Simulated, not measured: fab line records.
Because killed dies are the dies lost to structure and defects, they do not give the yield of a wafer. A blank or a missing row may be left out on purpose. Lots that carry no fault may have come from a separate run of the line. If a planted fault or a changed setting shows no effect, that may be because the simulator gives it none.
Which tool did it? | flow n5 finfet | 33 wafers from 12 lots sampled at 5 of the route's 1938 steps

== WHAT EACH GAUGE READ, for each wafer ==
No reading from a measuring or inspecting step in the record can be judged against a usual standard deviation.

== TOOL THAT RAN EACH LOT (tool first, then ch and the chambers of the sampled wafers, then the start) ==
lot  | N5_GATE_CUT_ALD_22                | N5_PASSIVATION_SPUTTER_20    | N5_PASSIVATION_DESCUM_46           | N5_PASSIVATION_STRIP_48            | N5_PASSIVATION_PROBE_49
L848 | ald sin-03 ch 0,1, day 4 12:22    | pvd sputter-03, day 13 21:20 | rie diel-03 ch 0,2, day 14 00:02   | rie diel-03 ch 0,2, day 14 00:35   | prober-01, day 14 03:11
L849 | ald sin-03 ch 0,2,3, day 4 16:50  | pvd sputter-03, day 14 01:56 | rie diel-01 ch 0,1,2, day 14 05:03 | rie diel-01 ch 0,1,2, day 14 05:36 | prober-02, day 14 08:22
L851 | ald sin-04 ch 1,2, day 5 06:54    | pvd sputter-02, day 14 15:22 | rie diel-01 ch 2,3, day 14 17:46   | rie diel-01 ch 2,3, day 14 18:19   | prober-02, day 14 20:49
L852 | ald sin-03 ch 1,2, day 5 13:37    | pvd sputter-01, day 15 12:19 | rie diel-06 ch 0,1, day 15 14:44   | rie diel-06 ch 0,1, day 15 15:17   | prober-01, day 15 17:47
L853 | ald sin-01 ch 0,1, day 5 19:37    | pvd sputter-03, day 14 02:27 | rie diel-03 ch 0,3, day 14 05:31   | rie diel-03 ch 0,3, day 14 06:04   | prober-01, day 14 09:21
L856 | ald sin-04 ch 0,1, day 6 12:19    | pvd sputter-03, day 14 13:57 | rie diel-06 ch 0,3, day 14 16:25   | rie diel-06 ch 0,3, day 14 16:58   | prober-01, day 14 19:38
L858 | ald sin-04 ch 0,3, day 7 00:48    | pvd sputter-02, day 15 14:02 | rie diel-01 ch 0,1,2, day 15 16:50 | rie diel-01 ch 0,1,2, day 15 17:23 | prober-02, day 15 19:55
L859 | ald sin-03 ch 0,3, day 7 11:32    | pvd sputter-01, day 16 00:42 | rie diel-03 ch 1,3, day 16 04:04   | rie diel-03 ch 1,3, day 16 04:38   | prober-01, day 16 07:10
L860 | ald sin-04 ch 0,2,3, day 7 12:40  | pvd sputter-03, day 16 03:32 | rie diel-06 ch 0,2, day 16 06:57   | rie diel-06 ch 0,2, day 16 07:30   | prober-01, day 16 10:02
L862 | ald sin-04 ch 0,3, day 7 23:23    | pvd sputter-01, day 17 02:58 | rie diel-01 ch 1,3, day 17 06:01   | rie diel-01 ch 1,3, day 17 06:34   | prober-01, day 17 09:06
L867 | ald sin-04 ch 2,3, day 9 09:40    | pvd sputter-02, day 18 01:02 | rie diel-06 ch 0,3, day 18 03:50   | rie diel-06 ch 0,3, day 18 04:23   | prober-01, day 18 06:56
L870 | ald sin-04 ch 0,2,3, day 10 02:13 | pvd sputter-01, day 18 21:33 | rie diel-01 ch 0,1, day 19 01:29   | rie diel-01 ch 0,1, day 19 02:02   | prober-01, day 19 04:32
- N5_GATE_CUT_ALD_22: deposits SiNx, target thk 16 nm, pulse time 1 s, ald cycles 320.
- N5_PASSIVATION_SPUTTER_20: material TaN, target thk 50 nm.
- N5_PASSIVATION_DESCUM_46: chemistry O2, time 7.9 s.
- N5_PASSIVATION_STRIP_48: strips in O2.
- N5_PASSIVATION_PROBE_49

== WHAT THE TOOLS THEMSELVES READ (means of the sampled wafers that have a number; where no wafer has one, the mark that the record gives instead) ==
N5_GATE_CUT_ALD_22. Usual: heater power outer w 486 W, standard deviation 61; heater power w 817 W, standard deviation 98; precursor pulse height rel 1.001, standard deviation 0.02.
lot  | tool       | heater power outer w (W) | heater power w (W) | precursor pulse height rel | flag
L848 | ald sin-03 | 432                      | 746                | 1.006                      |
L849 | ald sin-03 | 527                      | 875                | 1.000                      |
L851 | ald sin-04 | 472                      | 796                | 1.015                      |
L852 | ald sin-03 | 443                      | 726                | 1.003                      |
L853 | ald sin-01 | 510                      | 852                | 0.987                      |
L856 | ald sin-04 | 444                      | 734                | 0.999                      |
L858 | ald sin-04 | 468                      | 842                | 1.001                      |
L859 | ald sin-03 | 495                      | 847                | 0.980                      |
L860 | ald sin-04 | 474                      | 825                | 1.033                      |
L862 | ald sin-04 | 471                      | 807                | 0.961                      |
L867 | ald sin-04 | 487                      | 856                | 0.999                      |
L870 | ald sin-04 | 458                      | 778                | 0.996                      |

N5_PASSIVATION_SPUTTER_20. Usual: throttle valve pct 30.2 %, standard deviation 1.4.
lot  | tool           | throttle valve pct (%) | flag
L848 | pvd sputter-03 | 30.3                   |
L849 | pvd sputter-03 | 29.8                   |
L851 | pvd sputter-02 | 30.2                   |
L852 | pvd sputter-01 | 29.3                   |
L853 | pvd sputter-03 | 31.8                   |
L856 | pvd sputter-03 | 30.0                   |
L858 | pvd sputter-02 | 30.9                   |
L859 | pvd sputter-01 | 29.7                   |
L860 | pvd sputter-03 | 31.3                   |
L862 | pvd sputter-01 | 30.1                   |
L867 | pvd sputter-02 | 30.5                   |
L870 | pvd sputter-01 | 31.0                   |

N5_PASSIVATION_DESCUM_46. Usual: bias power w 20.00 W, standard deviation 0.063; drypump motor current A 5.7 A, standard deviation 0.42; oes product au 0.81 a.u., standard deviation 0.062; rf vpp V 242.7 V, standard deviation 1.3; showerhead plenum p Torr 2.07 Torr, standard deviation 0.071; throttle valve pct 20.45 %, standard deviation 0.23.
lot  | tool        | bias power w (W) | drypump motor current A (A) | oes product au (a.u.) | rf vpp V (V) | showerhead plenum p Torr (Torr) | throttle valve pct (%) | flag
L848 | rie diel-03 | 20.00            | 5.4                         | 0.76                  | 242.4        | 2.06                            | 20.44                  |
L849 | rie diel-01 | 20.03            | 5.6                         | 0.86                  | 242.6        | 2.05                            | 20.54                  |
L851 | rie diel-01 | 19.96            | 6.0                         | 0.79                  | 243.3        | 2.03                            | 20.32                  |
L852 | rie diel-06 | 19.95            | 5.7                         | 0.83                  | 242.3        | 2.02                            | 20.22                  |
L853 | rie diel-03 | 19.95            | 5.5                         | 0.71                  | 241.7        | 2.04                            | 20.55                  |
L856 | rie diel-06 | 19.95            | 5.9                         | 0.82                  | 242.4        | 2.02                            | 20.34                  |
L858 | rie diel-01 | 19.99            | 5.7                         | 0.84                  | 241.8        | 2.04                            | 20.57                  |
L859 | rie diel-03 | 20.03            | 5.9                         | 0.80                  | 243.8        | 2.13                            | 20.36                  |
L860 | rie diel-06 | 20.04            | 5.4                         | 0.75                  | 242.6        | 2.01                            | 20.29                  |
L862 | rie diel-01 | 20.01            | 6.2                         | 0.80                  | 243.2        | 2.02                            | 20.28                  |
L867 | rie diel-06 | 20.05            | 5.8                         | 0.76                  | 241.9        | 2.00                            | 20.28                  |
L870 | rie diel-01 | 20.00            | 5.3                         | 0.82                  | 242.5        | 2.03                            | 20.54                  |

N5_PASSIVATION_STRIP_48. Usual: drypump motor current A 5.7 A, standard deviation 0.42; oes product au 0.81 a.u., standard deviation 0.063; rf vpp V 3.9 V, standard deviation 2.6; showerhead plenum p Torr 2.07 Torr, standard deviation 0.071; throttle valve pct 16.66 %, standard deviation 0.2.
lot  | tool        | drypump motor current A (A) | oes product au (a.u.) | rf vpp V (V) | showerhead plenum p Torr (Torr) | throttle valve pct (%) | flag
L848 | rie diel-03 | 5.4                         | 0.76                  | 2.1          | 2.06                            | 16.69                  |
L849 | rie diel-01 | 5.6                         | 0.85                  | 3.0          | 2.05                            | 16.69                  |
L851 | rie diel-01 | 6.0                         | 0.80                  | 3.8          | 2.03                            | 16.52                  |
L852 | rie diel-06 | 5.7                         | 0.85                  | 4.6          | 2.02                            | 16.46                  |
L853 | rie diel-03 | 5.5                         | 0.73                  | 5.0          | 2.04                            | 16.80                  |
L856 | rie diel-06 | 5.8                         | 0.81                  | 0.5          | 2.03                            | 16.58                  |
L858 | rie diel-01 | 5.7                         | 0.84                  | 4.8          | 2.05                            | 16.70                  |
L859 | rie diel-03 | 5.8                         | 0.80                  | 6.0          | 2.13                            | 16.63                  |
L860 | rie diel-06 | 5.5                         | 0.75                  | 3.3          | 2.02                            | 16.61                  |
L862 | rie diel-01 | 6.2                         | 0.80                  | 5.4          | 2.03                            | 16.48                  |
L867 | rie diel-06 | 5.8                         | 0.76                  | 4.1          | 2.00                            | 16.59                  |
L870 | rie diel-01 | 5.4                         | 0.81                  | 2.5          | 2.04                            | 16.75                  |

N5_PASSIVATION_PROBE_49. Usual: killed_at_M0_to_M3 35, standard deviation 11; killed_at_M4_up 14, standard deviation 5.4; killed at contacts 13, standard deviation 6; killed at front end 38, standard deviation 11; killed at other 3.4, standard deviation 2.6; killed dies 104, standard deviation 19; killed on rim 13, standard deviation 3.9; killed open 68, standard deviation 13; killed short 34, standard deviation 8.5.
lot  | tool      | killed_at_M0_to_M3 | killed_at_M4_up | killed at contacts | killed at front end | killed at other | killed dies | killed on rim | killed open | killed short | flag
L848 | prober-01 | 43                 | 16              | 11                 | 36                  | 3.3             | 110         | 11            | 71          | 37           |
L849 | prober-02 | 34                 | 14              | 7                  | 26                  | 3.7             | 84          | 9             | 56          | 27           |
L851 | prober-02 | 40                 | 11              | 18                 | 34                  | 2.7             | 105         | 18            | 68          | 33           |
L852 | prober-01 | 23                 | 15              | 13                 | 30                  | 2.3             | 83          | 11            | 55          | 28           |
L853 | prober-01 | 44                 | 16              | 12                 | 40                  | 1.5             | 114         | 16            | 80          | 32           |
L856 | prober-01 | 32                 | 11              | 14                 | 36                  | 3.5             | 96          | 12            | 62          | 34           |
L858 | prober-02 | 44                 | 18              | 10                 | 44                  | 4.3             | 121         | 15            | 83          | 37           |
L859 | prober-01 | 43                 | 13              | 13                 | 36                  | 3.7             | 108         | 12            | 70          | 38           |
L860 | prober-01 | 39                 | 13              | 7                  | 41                  | 6.7             | 106         | 16            | 69          | 35           |
L862 | prober-01 | 32                 | 14              | 13                 | 38                  | 2.5             | 99          | 15            | 67          | 32           |
L867 | prober-01 | 37                 | 21              | 12                 | 156                 | 3.3             | 229         | 59            | 83          | 40           | OFF
L870 | prober-01 | 26                 | 17              | 8                  | 150                 | 1.0             | 202         | 57            | 69          | 27           | OFF

== THE ANSWER, worked out from the rows above alone ==
Rule: a lot is off if the mean of its wafers that have a number lies more than 3 standard deviations from the usual mean. A lot without any number at a reading at which 4 lots or more have one is off too. All remaining lots with rows at the step are treated as sound. After the gauges, taken in route order, come the tools' own readings; for these a lot's mean is taken, as printed above. At the first step where some lot is off, the reading lying furthest off is the one used; lots without a number count as furthest.
Off: L867, L870 (N5_PASSIVATION_PROBE_49, killed on rim).
If a tool, at that step or one of the process steps before it, ran each lot that is off and ran no sound lot following the first of them, it fits. 2 tools fit, ald sin-04 at N5_GATE_CUT_ALD_22 and prober-01 at N5_PASSIVATION_PROBE_49, so this cannot tell which one it is.

== WHAT THE SIMULATOR PUT IN ==
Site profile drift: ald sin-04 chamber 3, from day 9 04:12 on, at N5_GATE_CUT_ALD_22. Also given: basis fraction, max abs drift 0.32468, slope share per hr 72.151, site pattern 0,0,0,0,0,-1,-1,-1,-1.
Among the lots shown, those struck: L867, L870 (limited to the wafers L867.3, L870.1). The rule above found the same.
